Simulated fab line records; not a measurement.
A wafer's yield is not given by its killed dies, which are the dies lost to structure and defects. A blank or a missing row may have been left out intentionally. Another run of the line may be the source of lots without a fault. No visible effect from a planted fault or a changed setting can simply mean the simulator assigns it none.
Matching of chambers | flow nand harc | NHARC_A_STAIRCASE_ETCH_292 on rie diel-08 has 4 sister chambers
The step etches the open film in CF4/CHF3. 24 wafers are shown with their chamber, then 12 later ones without.

WAFERS, EACH WITH ITS CHAMBER
wafer  | chamber | showerhead plenum p Torr (Torr) | drypump motor current A (A) | rf vpp V (V)
L074.1 | 0       | 1.52                            | 5.6                         | 368.6
L074.2 | 1       | 1.69                            | 5.6                         | 374.5
L074.3 | 2       | 1.56                            | 5.6                         | 369.8
L075.2 | 1       | 1.69                            | 5.6                         | 375.3
L075.4 | 3       | 1.56                            | 4.9                         | 368.6
L075.6 | 0       | 1.52                            | 5.6                         | 369.5
L077.4 | 3       | 1.56                            | 4.8                         | 371.2
L077.5 | 1       | 1.68                            | 5.6                         | 373.9
L077.6 | 2       | 1.56                            | 5.6                         | 370.4
L079.1 | 1       | 1.68                            | 5.5                         | 374.5
L079.4 | 0       | 1.52                            | 5.6                         | 369.0
L079.5 | 1       | 1.68                            | 5.6                         | 375.6
L082.2 | 3       | 1.56                            | 4.8                         | 370.8
L082.4 | 1       | 1.68                            | 5.6                         | 373.2
L082.5 | 2       | 1.56                            | 5.5                         | 370.2
L083.1 | 1       | 1.68                            | 5.6                         | 373.3
L083.5 | 3       | 1.56                            | 4.9                         | 368.6
L083.6 | 0       | 1.51                            | 5.6                         | 368.0
L088.2 | 1       | 1.68                            | 5.6                         | 372.4
L088.4 | 2       | 1.55                            | 5.6                         | 369.4
L088.5 | 3       | 1.55                            | 4.8                         | 369.6
L089.1 | 3       | 1.55                            | 4.8                         | 368.5
L089.3 | 0       | 1.51                            | 5.5                         | 369.1
L089.6 | 0       | 1.51                            | 5.5                         | 369.9

SIGNATURES (averages over the wafers above)
reading                  | chamber 0 | chamber 1 | chamber 2 | chamber 3 | scatter within a chamber
showerhead plenum p Torr | 1.5150    | 1.6825    | 1.5575    | 1.5567    | 0.00504
drypump motor current A  | 5.567     | 5.587     | 5.575     | 4.833     | 0.0463
rf vpp V                 | 369.017   | 374.087   | 369.950   | 369.550   | 0.959
Rule: for each reading, subtract the chamber's mean from the wafer's reading, divide by that reading's scatter and square the result; add these up over the readings and take the root, which gives the wafer's distance from the chamber. If the next closest chamber is less than 2 further off than the closest, the wafer can't be placed; otherwise it belongs to the closest. How the scatter is found: for the shown wafers, subtract from each reading the mean of its chamber, square and add these, divide the total by (wafers less chambers), then take the root.

WAFERS WHOSE CHAMBER IS MISSING
wafer  | showerhead plenum p Torr (Torr) | drypump motor current A (A) | rf vpp V (V)
L092.1 | 1.51                            | 5.5                         | 368.7
L092.2 | 1.55                            | 5.6                         | 369.7
L092.3 | 1.55                            | 4.8                         | 369.3
L092.4 | 1.51                            | 5.5                         | 368.6
L092.5 | 1.55                            | 4.9                         | 369.6
L092.6 | 1.55                            | 5.6                         | 370.6
L094.2 | 1.51                            | 5.5                         | 369.0
L094.4 | 1.51                            | 5.6                         | 367.2
L094.6 | 1.55                            | 5.6                         | 368.6
L096.4 | 1.55                            | 4.8                         | 368.5
L096.5 | 1.55                            | 4.8                         | 369.0
L096.6 | 1.50                            | 5.6                         | 368.8

EACH ONE'S CHAMBER
wafer  | from the rows above | in truth
L092.1 | 0                   | 0
L092.2 | 2                   | 2
L092.3 | 3                   | 3
L092.4 | 0                   | 0
L092.5 | 3                   | 3
L092.6 | 2                   | 2
L094.2 | 0                   | 0
L094.4 | 0                   | 0
L094.6 | 2                   | 2
L096.4 | 3                   | 3
L096.5 | 3                   | 3
L096.6 | 0                   | 0
12 of 12 placed correctly. From these rows, 0 cannot be placed. 0 placed wrongly.
